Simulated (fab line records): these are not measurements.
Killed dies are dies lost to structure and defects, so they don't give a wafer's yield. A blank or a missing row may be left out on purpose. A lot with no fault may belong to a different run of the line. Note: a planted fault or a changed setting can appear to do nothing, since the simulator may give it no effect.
fab line records | flow n5Finfet
record lots=4 | wafers=12 | lastDay=19
route steps=1938 shown BEOL_M0_SAQP@660 BEOL_M0_CUTY@701 BEOL_M4@1111 PASSIVATION@1936
lots that met no fault: taken from a fault-free run of the same line
startH: hours from the record's first day to the start of the lot's first wafer shown | waitH: time in hours since the lot's previous step | " same as the row above | L1.1+2: several wafers, shown together as one row | - no value present, or no start provided | * or withheld: withheld | < > ~ a bound
route shown NAME@n: NAME is a module with steps in the file, n the number in the route of the first one | usual: mean and standard deviation over wafers with no fault | same: alike in all rows | chamber/n: place in a boat | sites: readings site by site | _std_site: their standard deviation | _edge_site: the outer-site mean with the inner-site mean subtracted | radiusMm: how far each site lies from the wafer's centre | mask NAME#n: copy n | behind: tool/chamber where the wafer was last shaped | hold: why the lot went on hold/how many hours it stayed there/how the hold came to an end | device: whichever transistor did not switch (one of n, p or np) | end of line: tests of these same wafers at the route's end | a step given without rows: its recipe and nothing more | killed: dies that structure and defects cost at the first sort, which is not the same as the wafer's yield | map: a wafer's dies, marking killed ones x, the rest . and places with no die _
set.NAME: setting as actually run; set.NAME@STEP: the setting as run at that earlier step | model.NAME: the simulator's own value behind a step, which no gauge read
lots at some steps of the route; a table a step, a row a wafer
services: when a tool's chamber went out of use (startH, in hours from the record's first day, below 0 if earlier), for how many hours, and the reason
## steps
# step N5_BEOL_M0_SAQP_STRIP_115
# recipe chemistry=postEtchResidueRemover | timeS=60 | tempC=25 | removerPh=withheld | removerWaterWtPct=withheld | removerFluorideWtPct=withheld
# step N5_BEOL_M0_SAQP_SRD_93
# recipe dry=ipaMarangoni | timeS=30 | tempC=23 | rinseLiquid=diw
# step N5_BEOL_M0_SAQP_RECESS_114
# recipe chemistry=HF/NH3 | target=SiO2 | targetDepthA=144 | afsCycles=3 | tempC=30 | sublimationTempC=180 | sublimationTimeS=60
# step N5_BEOL_M0_SAQP_SPACER1_ALD_98
# recipe material=SiO2 | targetThkA=128 | tempC=300 | aldPrecursorFamily=BDEAS | aldCoReactant=O2-plasma | pulseTimeS=1 | purgeTimeS=2 | coReactantPurgeTimeS=2 | aldCycles=138 | pressureTorr=2
# step N5_BEOL_M0_SAQP_SPACER1_ETCHBACK_99
# recipe chemistry=CHF3/O2 | mode=anisotropicEtchback | target=SiO2 | targetDepthA=154 | timeS=7.7 | pressureMtorr=30 | sourceW=650 | biasW=170 | Ar_flow_sccm=200 | CHF3_flow_sccm=50 | O2_flow_sccm=5 | ionEnergyEv=200
# step N5_BEOL_M0_SAQP_MANDREL1_REMOVE_100
# recipe chemistry=HBr/Cl2/O2 | btTimeS=10 | target=a-Si | stopOn=SiNx | endpoint=OES-SiCl | overEtchFrac=0.85 | icpW=600 | biasW=30 | HBr_flow_sccm=150 | Cl2_flow_sccm=80 | O2_flow_sccm=5 | pressureMtorr=10
# step N5_BEOL_M0_SAQP_ETCH_101
# recipe chemistry=CH3F/O2 | target=SiNx | maskMaterial=SiO2 | targetDepthA=299 | timeS=42.7 | pressureMtorr=30 | sourceW=395 | biasW=73 | Ar_flow_sccm=150 | CH3F_flow_sccm=30 | O2_flow_sccm=20 | ionEnergyEv=120
# step N5_BEOL_M0_SAQP_ETCH_102
# recipe chemistry=CF4 | target=SiO2 | targetDepthA=40 | ionEnergyEv=350 | timeS=4.4 | pressureMtorr=10 | icpW=800 | biasW=400 | cf4FlowSccm=80
# step N5_BEOL_M0_SAQP_MANDREL_ETCH_103
# recipe chemistry=HBr/Cl2 | target=a-Si | targetDepthA=450 | btTimeS=10 | stopOn=SiCN | maskMaterial=SiO2 | overEtchFrac=0.8 | timeS=27 | pressureMtorr=10 | icpW=800 | biasW=75 | HBr_flow_sccm=150 | Cl2_flow_sccm=80 | ends=endPoint
# step N5_BEOL_M0_SAQP_RECESS_104
# recipe chemistry=HF/NH3 | target=SiO2 | targetDepthA=180 | afsCycles=3 | tempC=30 | sublimationTempC=180 | sublimationTimeS=60
# step N5_BEOL_M0_SAQP_COAT_105
# recipe resist=SOC | tempC=250 | timeS=60 | spinRpm=1500 | resistThkNm=100
# step N5_BEOL_M0_SAQP_ETCH_106
# recipe chemistry=N2/H2 | target=SOC | targetDepthA=1500 | stopOn=SiNx | ionEnergyEv=100 | biasW=61 | pressureMtorr=30 | sourceW=850 | n2FlowSccm=200 | h2FlowSccm=200
# usual chamberPressureMTorr=29.998/0.027 | drypumpMotorCurrentA=5.8/0.4 | oesProductAu=0.76/0.07 | rfVppV=241.0/1.3 | showerheadPlenumPTorr=2.57/0.08 | throttleValvePct=17.94/0.23
lot.wafer | tool       | chamber | startH | waitH | chamberPressureMTorr | drypumpMotorCurrentA | oesProductAu | rfHoursCounterH | rfVppV | showerheadPlenumPTorr | throttleValvePct
L629.4    | rieDiel-05 | 1       | 131.70 | -     | 30.041               | 5.6                  | 0.73         | 171             | 241.4  | 2.65                  | 17.72
L629.5    | "          | 3       | "      | "     | 29.957               | 5.7                  | 0.68         | -               | 238.8  | 2.40                  | 17.73
L629.6    | "          | 2       | "      | "     | 29.993               | 5.1                  | 0.82         | -               | 242.1  | 2.58                  | 18.08
L633.2    | rieDiel-05 | 3       | 153.47 | -     | 30.026               | 5.8                  | 0.68         | 245             | 238.5  | 2.40                  | 17.72
L633.5    | "          | 1       | "      | "     | 29.958               | 5.5                  | 0.73         | -               | 241.0  | 2.65                  | 17.71
L633.6    | "          | 2       | "      | "     | 30.005               | 5.1                  | 0.82         | -               | 240.7  | 2.58                  | 18.09
L634.1    | rieDiel-05 | 0       | 164.20 | -     | 29.985               | 5.9                  | 0.72         | 183             | 242.2  | 2.64                  | 18.15
L634.5    | "          | 1       | "      | "     | 30.030               | 5.6                  | 0.73         | -               | 241.7  | 2.65                  | 17.72
L634.6    | "          | 2       | "      | "     | 30.006               | 5.1                  | 0.82         | -               | 241.4  | 2.58                  | 18.09
L648.1    | rieDiel-06 | 3       | 248.19 | -     | 29.951               | 6.2                  | 0.75         | 155             | 241.0  | 2.54                  | 18.02
L648.2    | "          | 1       | "      | "     | 30.037               | 6.2                  | 0.86         | 40              | 240.4  | 2.60                  | 18.10
L648.5    | "          | 3       | "      | "     | 30.043               | 6.2                  | 0.76         | -               | 240.6  | 2.54                  | 18.03
# step N5_BEOL_M0_SAQP_ETCH_107
# recipe chemistry=CH3F/O2 | target=SiNx | targetDepthA=300 | maskMaterial=SOC | pressureMtorr=30 | sourceW=395 | biasW=73 | Ar_flow_sccm=150 | CH3F_flow_sccm=30 | O2_flow_sccm=20 | ionEnergyEv=120
# step N5_BEOL_M0_SAQP_STRIP_108
# recipe chemistry=N2/H2 | powerW=500 | tempC=40 | pressureMtorr=50 | rfFrequencyHz=6e+07 | overashFraction=0.3 | biasPowerW=28 | h2Frac=0.5 | n2FlowSccm=300 | h2FlowSccm=300
# step N5_BEOL_M0_SAQP_RECESS_109
# recipe chemistry=HF/NH3 | target=SiO2 | targetDepthA=30 | afsCycles=1 | tempC=30 | sublimationTempC=180 | sublimationTimeS=60
# step N5_BEOL_M0_SAQP_SPACER2_ALD_26
# recipe material=SiO2 | targetThkA=150 | tempC=300 | aldPrecursorFamily=BDEAS | aldCoReactant=O2-plasma | pulseTimeS=1 | purgeTimeS=2 | coReactantPurgeTimeS=2 | pressureTorr=2
# step N5_BEOL_M0_SAQP_SPACER2_ETCHBACK_27
# recipe chemistry=CHF3/O2 | mode=anisotropicEtchback | target=SiO2 | targetDepthA=225 | timeS=11.25 | pressureMtorr=30 | sourceW=650 | biasW=170 | Ar_flow_sccm=200 | CHF3_flow_sccm=50 | O2_flow_sccm=5 | ionEnergyEv=200
# step N5_BEOL_M0_SAQP_MANDREL2_REMOVE_110
# recipe chemistry=HBr/Cl2/O2 | btTimeS=10 | target=a-Si | stopOn=SiCN | endpoint=OES-SiCl | overEtchFrac=1 | icpW=600 | biasW=30 | HBr_flow_sccm=150 | Cl2_flow_sccm=80 | O2_flow_sccm=5 | pressureMtorr=10
# step N5_BEOL_M0_SAQP_COAT_69
# recipe resist=SOC | tempC=250 | timeS=60 | spinRpm=1500 | resistThkNm=90
# step N5_BEOL_M0_SAQP_COAT_72
# recipe resist=SiARC | tempC=220 | timeS=60 | spinRpm=1500 | resistThkNm=15
# step N5_BEOL_M0_SAQP_COAT_87
# recipe resist=underlayer | tempC=205 | timeS=60 | spinRpm=1500 | resistThkNm=5
# step N5_BEOL_M0_SAQP_COAT_34
# recipe resist=CAR-EUV | spinRpm=1500 | resistThkNm=30
# step N5_BEOL_M0_SAQP_EBR_36
# recipe solvent=PGMEA | ebrWidthMm=1.5
# step N5_BEOL_M0_SAQP_SOFTBAKE_35
# recipe tempC=110 | timeS=60 | resist=CAR-EUV
# step N5_BEOL_M0_SAQP_EXPOSE_37
# recipe maskId=M0_CUT1 | na=0.33 | sourceShape=annular | sigmaInner=0.35 | sigmaOuter=0.8 | polarization=unpolarized | targetCdNm=30 | doseMj=44.75
# step N5_BEOL_M0_SAQP_PEB_38
# recipe pebTempC=100 | pebTimeS=60 | resist=CAR-EUV
# step N5_BEOL_M0_SAQP_DEVELOP_39
# recipe developTimeS=30 | developer=TMAH | resist=CAR-EUV | rinseLiquid=surfactantRinse | dry=airSpin | devTempC=23
# step N5_BEOL_M0_SAQP_INSPECT_42
# recipe mode=adi | inspectInstrument=brightfield
# usual rawDefectCount=292/74
lot.wafer | tool             | chamber | startH | waitH | rawDefectCount
L629.4    | defectInspect-02 | -       | 133.42 | 0.0   | 556
L629.5    | "                | -       | "      | "     | 326
L629.6    | "                | -       | "      | "     | 521
L633.2    | defectInspect-02 | -       | 154.99 | 0.0   | 1290
L633.5    | "                | -       | "      | "     | 1195
L633.6    | "                | -       | "      | "     | 1339
L634.1    | defectInspect-02 | -       | 166.18 | 0.1   | 1300
L634.5    | "                | -       | "      | "     | 1216
L634.6    | "                | -       | "      | "     | 1294
L648.1    | defectInspect-01 | -       | 251.49 | 0.1   | 235
L648.2    | "                | -       | "      | "     | 265
L648.5    | "                | -       | "      | "     | 184
# step N5_BEOL_M0_SAQP_DESCUM_45
# recipe chemistry=O2 | timeS=7 | sourcePowerW=50 | biasPowerW=20 | pressureMtorr=20 | rfFrequencyHz=2.712e+07 | tempC=40 | resist=CAR-EUV | o2FlowSccm=225
# step N5_BEOL_M0_SAQP_ETCH_88
# recipe chemistry=N2/H2 | target=underlayer | targetDepthA=65 | timeS=5.2 | ionEnergyEv=200 | maskMaterial=CAR-EUV | pressureMtorr=30 | sourceW=840 | biasW=150 | n2FlowSccm=200 | h2FlowSccm=200 | ends=cleared
# step N5_BEOL_M0_SAQP_ETCH_73
# recipe chemistry=CF4 | target=SiARC | targetDepthA=195 | maskMaterial=CAR-EUV | timeS=32.5 | ionEnergyEv=80 | pressureMtorr=40 | sourceW=545 | biasW=36 | Ar_flow_sccm=100 | cf4FlowSccm=100 | ends=cleared
# step N5_BEOL_M0_SAQP_CUT_ETCH_46
# recipe chemistry=N2/H2 | target=SOC | targetDepthA=1350 | overetchA=270 | tempC=40 | timeS=202.5 | ionEnergyEv=200 | maskMaterial=SiARC | pressureMtorr=30 | sourceW=840 | biasW=150 | n2FlowSccm=200 | h2FlowSccm=200
# step N5_BEOL_M0_SAQP_STRIP_74
# recipe chemistry=N2/H2 | tempC=40 | n2FlowSccm=200 | h2FlowSccm=200 | rfFrequencyHz=6e+07
# step N5_BEOL_M0_SAQP_STRIP_89
# recipe chemistry=N2/H2 | tempC=40 | n2FlowSccm=200 | h2FlowSccm=200 | rfFrequencyHz=6e+07
# step N5_BEOL_M0_SAQP_ALD_48
# recipe material=SiO2 | targetThkA=200 | tempC=100 | aldPrecursorFamily=BDEAS | aldCoReactant=O2-plasma | pulseTimeS=1 | coReactantPulseTimeS=1 | purgeTimeS=2 | coReactantPurgeTimeS=2 | aldCycles=139 | pressureTorr=2
# step N5_BEOL_M0_SAQP_ETCH_49
# recipe chemistry=CF4/O2 | targetDepthA=370 | target=SiO2 | pressureMtorr=40 | sourceW=535 | biasW=49 | Ar_flow_sccm=100 | cf4FlowSccm=100 | O2_flow_sccm=10 | ionEnergyEv=100
# step N5_BEOL_M0_SAQP_STRIP_75
# recipe chemistry=CF4 | resist=SiARC | powerW=300 | biasPowerW=75 | pressureMtorr=50 | cf4FlowSccm=150 | rfFrequencyHz=6e+07
# step N5_BEOL_M0_CUTY_COAT_50
# recipe resist=SiARC | tempC=220 | timeS=60 | spinRpm=1500 | resistThkNm=15
# step N5_BEOL_M0_CUTY_INSPECT_59
# recipe mode=adi | inspectInstrument=macro
# usual rawDefectCount=1.8/1.4
lot.wafer | tool             | chamber | startH | waitH | rawDefectCount
L629.4    | defectInspect-02 | -       | 134.81 | 0.0   | 3
L629.5    | "                | -       | "      | "     | 4
L629.6    | "                | -       | "      | "     | 2
L633.2    | defectInspect-02 | -       | 156.68 | 0.0   | >300
L633.5    | "                | -       | "      | "     | >300
L633.6    | "                | -       | "      | "     | >300
L634.1    | defectInspect-02 | -       | 167.45 | 0.0   | >300
L634.5    | "                | -       | "      | "     | >300
L634.6    | "                | -       | "      | "     | >300
L648.1    | defectInspect-02 | -       | 253.13 | 0.0   | 1
L648.2    | "                | -       | "      | "     | 1
L648.5    | "                | -       | "      | "     | 1
# step N5_BEOL_M4_RC_MEAS_101
# usual DIBL_N=36.1/1.4 | DIBL_P=36.3/1.4 | IOFF_N=0.154/0.021 | IOFF_P=0.21/0.032 | ION_N=670/8.1 | ION_P=461/7 | SS_N=71.4/0.49 | SS_P=73.3/0.5 | VT_N=250.4/2.6 | VT_P=-250/3.7
lot.wafer | tool      | chamber | startH | waitH | DIBL_N[mV/V] | DIBL_P[mV/V] | IOFF_N[nA/um] | IOFF_P[nA/um] | ION_N[uA/um] | ION_P[uA/um] | SS_N[mV/dec] | SS_P[mV/dec] | VT_N[mV] | VT_P[mV]
L629.4    | prober-01 | 0       | 209.11 | 0.5   | 37.2         | 36.5         | 0.156         | 0.23          | 670          | 467          | 71.3         | 73.6         | 250.0    | -249
L629.5    | "         | 0       | "      | "     | 36.8         | 35.5         | 0.141         | 0.20          | 676          | 467          | 71.2         | 72.6         | 254.0    | -250
L629.6    | "         | 0       | "      | "     | 35.6         | 34.3         | 0.123         | 0.19          | 664          | 459          | 71.4         | 73.0         | 253.6    | -251
L633.2    | prober-02 | 0       | 228.20 | 0.2   | 34.6         | 34.5         | 0.141         | 0.24          | 664          | 466          | 71.4         | 73.2         | 252.3    | -246
L633.5    | "         | 0       | "      | "     | 36.5         | 36.4         | 0.174         | 0.28          | 677          | 472          | 71.2         | 73.9         | 247.8    | -245
L633.6    | "         | 0       | "      | "     | 35.3         | 34.7         | 0.140         | 0.24          | 663          | 468          | 70.4         | 73.1         | 252.6    | -247
L634.1    | prober-02 | 0       | 244.44 | 0.0   | 38.1         | 38.5         | 0.208         | 0.28          | 686          | 478          | 72.0         | 74.5         | 246.7    | -244
L634.5    | "         | 0       | "      | "     | 38.3         | 39.0         | 0.204         | 0.29          | 683          | 475          | 71.4         | 74.1         | 244.3    | -242
L634.6    | "         | 0       | "      | "     | 37.9         | 37.8         | 0.194         | 0.27          | 684          | 472          | 72.1         | 74.2         | 245.7    | -244
L648.1    | prober-01 | 0       | 339.56 | 0.0   | 36.1         | 35.4         | 0.147         | 0.21          | 668          | 459          | 71.9         | 73.3         | 252.0    | -247
L648.2    | "         | 0       | "      | "     | 37.4         | 37.4         | 0.173         | 0.23          | 679          | 468          | 71.7         | 73.5         | 249.5    | -247
L648.5    | "         | 0       | "      | "     | 37.3         | 37.5         | 0.169         | 0.24          | 660          | 457          | 71.1         | 73.5         | 249.8    | -248
# step N5_PASSIVATION_PROBE_49
# usual defectLimitedYield=91.0/1.6 | killed_at_M0_to_M3=35/11 | killed_at_M4_up=14/5.1 | killedAtContacts=12/6.6 | killedAtFrontEnd=41/12 | killedAtOther=4/3 | killedDies=107/19 | killedOpen=70/15 | killedShort=35/8.5 | sort_bin_5_function=5.3/1 | sort_bin_6_memory=3.4/0.73 | sortNPass=1073/19 | sortYieldPct=91.0/1.6
# same grossDies=1180 | killedAtBackSide=0 | sort_bin_4_leakage[%]=0 | sort_bin_8_speed[%]=0
lot.wafer | tool      | chamber | startH | waitH | defectLimitedYield[%] | killed_at_M0_to_M3 | killed_at_M4_up | killedAtContacts | killedAtFrontEnd | killedAtOther | killedDies | killedOpen | killedShort | sort_bin_5_function[%] | sort_bin_6_memory[%] | sortNPass | sortYieldPct[%]
L633.2    | prober-01 | -       | 332.37 | 0.1   | 79.8                  | 165                | 14              | 9                | 45               | 5             | 238        | 76         | 37          | 12.7                   | 4.2                  | 942       | 79.8
L633.5    | prober-01 | -       | 332.52 | 0.2   | 81.4                  | 172                | 9               | 8                | 30               | 1             | 220        | 44         | 30          | 11.0                   | 3.2                  | 960       | 81.4
L633.6    | prober-01 | -       | 332.57 | 0.3   | 82.9                  | 153                | 6               | 10               | 33               | 0             | 202        | 42         | 27          | 9.3                    | 3.7                  | 978       | 82.9
L634.1    | prober-01 | -       | 348.21 | 0.0   | 83.1                  | 133                | 18              | 14               | 34               | 1             | 200        | 63         | 18          | 10.2                   | 3.5                  | 980       | 83.1
L634.5    | prober-01 | -       | 348.41 | 0.2   | 82.3                  | 157                | 8               | 7                | 35               | 2             | 209        | 43         | 15          | 11.4                   | 3.1                  | 971       | 82.3
L634.6    | prober-01 | -       | 348.46 | 0.3   | 81.5                  | 152                | 5               | 13               | 43               | 5             | 218        | 57         | 30          | 10.5                   | 4.3                  | 962       | 81.5
# killed by level:class
L633.2 BEOL_M0_SAQP:unspecified=123 STI_FIN_REVEAL:geometricParticle:open=17 BEOL_M0_SAQP:geometricParticle:short=12 BEOL_M0_SAQP:geometricParticle:open=9 MOL_CONTACT_COAG:geometricParticle:open=7 BEOL_M2:geometricParticle:open=7 FIN_SAQP:geometricParticle:short=6 GATE_CUT:geometricParticle:short=6
L633.5 BEOL_M0_SAQP:unspecified=145 BEOL_M3:geometricParticle:open=9 STI_FIN_REVEAL:geometricParticle:open=7 BEOL_M0_SAQP:geometricParticle:short=7 FIN_SAQP:geometricParticle:open=6 GATE_CUT:geometricParticle:short=6 MOL_CONTACT_COAG:geometricParticle:open=5 MOL_CONTACT_COAG:geometricParticle:short=3
L633.6 BEOL_M0_SAQP:unspecified=131 FIN_SAQP:geometricParticle:open=10 MOL_CONTACT_COAG:geometricParticle:open=9 BEOL_M0_SAQP:geometricParticle:short=5 DUMMY_GATE:geometricParticle:short=4 BEOL_M0_SAQP:geometricParticle:open=4 BEOL_M1:geometricParticle:short=4 FIN_SAQP:geometricParticle:short=3
L634.1 BEOL_M0_SAQP:unspecified=114 MOL_CONTACT_COAG:geometricParticle:open=13 BEOL_M4:geometricParticle:open=9 DUMMY_GATE:geometricParticle:open=7 BEOL_M3:geometricParticle:open=7 BEOL_M0_SAQP:geometricParticle:open=6 FIN_SAQP:geometricParticle:short=5 FIN_SAQP:geometricParticle:open=4
L634.5 BEOL_M0_SAQP:unspecified=151 FIN_SAQP:geometricParticle:open=12 MOL_CONTACT_COAG:geometricParticle:open=7 FIN_SAQP:geometricParticle:short=4 STI_FIN_REVEAL:geometricParticle:open=4 BEOL_M4:geometricParticle:open=4 BEOL_M3:geometricParticle:open=3 STARTING-WAFER:geometricParticle:open=3
L634.6 BEOL_M0_SAQP:unspecified=129 FIN_SAQP:geometricParticle:open=12 MOL_CONTACT_COAG:geometricParticle:open=10 FIN_SAQP:geometricParticle:short=9 DUMMY_GATE:geometricParticle:open=5 BEOL_M3:geometricParticle:open=5 STI_FIN_REVEAL:geometricParticle:open=4 STI_FIN_REVEAL:geometricParticle:short=4
# map L633.2 (x killed, . not)
_________________......x.....________________
______________.......x......x..._____________
___________.x........x...........x.__________
__________xxxx......................_________
________xxxxx........................._______
_______xxxxxxx......x..................______
______xxxxxxxx..xx...........x...x......_____
_____xxxxxxxxxxx..x......................____
____xxxxxxxxxxxxx..............x.x.x......___
___xxxxxxxxxxxxx.xx........x.....x.........__
___xxxxxxxxxxxxxx.........xx..xx.xx........__
__.xxxxxxxxxxxxxx....x......x..............._
__.xxxxxxxxxxx.x.xx.....x.......x.x...x....._
_x.xxxxxxxxxxxx.......x..x...............x...
_.x..x.x.xxx..x............x.......x.........
_...x..x.x.x.......xx......................x.
_.....x..........x..x.x.x............x.x....x
_........xx................x......x..x.x.....
_.............................x........x....x
_.......x................x...................
_..x....x....x....x...x..................xx.x
__.x...........xx.....x.........x.x........._
__..xx............x.........x...x........x.._
___..xx........x........x.....x.....x......__
___........................................__
____..................x...x.........x.....___
_____...x..x...........x.......x.........____
______..............x..................._____
_______........x.......................______
________........x....xx........xx...x._______
__________.........x..xx.xx........._________
___________........x.x....x........__________
______________.xx..x.........x.._____________
_________________............________________
# map L634.6 (x killed, . not)
_________________............________________
______________..............x..._____________
___________.........x..x...x.......__________
__________.................x.x.x...._________
________x.x....................x......_______
_______xxxxx.........x....x....x.....x.______
______xxxxxxxx......x.................x._____
_____xxxxxxxxxx.x.x.............x......xx____
____xxxxxxxxxxxx......x...xx.x..x.........___
___xxxxxxxxxxxx.x.............x....x.......__
___.xxxxxxxxxxxx............x......x.....x.__
__.xxxxxxxxxxxxxxx......x.....x............._
__xxxxxxxxxxxxxxxx.........................._
_.x..xxxxxxxxxx..x...........................
_...xxxxxxxxx............x...................
_.x..xxxxxxx..xx.....x............x.....x....
_.x...xx.......x.............................
_...x...xxx...........................x.x....
_..................................x.....x...
_....x..........x.............x..............
_........x...........x..x...x.x..............
__.x...x........................x.x......x.._
__..x......x........x.........x............._
___.......................x...xx...x.......__
___x...........................x...........__
____.........x..x..........x..............___
_____.............x...........x.....x....____
______...x............xx.....x.......x.._____
_______..x.........x...x....x.x.x..x...______
________..............x.............x._______
__________........x..x.............._________
___________.x......................__________
______________.................._____________
_________________..x.........________________
## services
tool       | chamber | startH | hours | kind
rieDiel-06 | -       | 124.66 | 0.2   | repair
rieDiel-06 | 1       | 137.33 | 5.4   | repair
rieDiel-05 | 2       | 138.48 | 4.3   | repair
rieDiel-06 | 0       | 155.89 | 3.1   | repair
rieDiel-05 | 3       | 169.95 | -     | clean
rieDiel-05 | 3       | 169.95 | -     | consumableReplace:focusRing
rieDiel-05 | 3       | 169.95 | -     | consumableReplace:showerhead
rieDiel-05 | 3       | 169.95 | 37.1  | scheduledDown
rieDiel-05 | 3       | 169.95 | 37.1  | ventCycle
## key
firstSign step=N5_BEOL_M0_SAQP_INSPECT_42 | reading=rawDefectCount | direction=up | sigmas=13 | usual=292 | struck=1272
effect step=N5_BEOL_M0_CUTY_INSPECT_59 | reading=rawDefectCount | direction=up | sigmas=99+ | usual=1.8 | struck=>300
effect step=N5_PASSIVATION_PROBE_49 | reading=killed_at_M0_to_M3 | direction=up | sigmas=11 | usual=35 | struck=155
moreKillsBornAt N5_BEOL_M0_SAQP_ETCH_106@rieDiel-05=793
metAt N5_BEOL_M0_SAQP_ETCH_106
struckWafers L633.2,L633.5,L633.6,L634.1,L634.5,L634.6
onsetBetween 131.70 153.47
fault kind=chamberParticleSource | tool=rieDiel-05 | chamber=- | onsetH=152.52 | steps=N5_BEOL_M0_SAQP_ETCH_106 | ratePerVisitCm2=1.5279 | endH=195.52
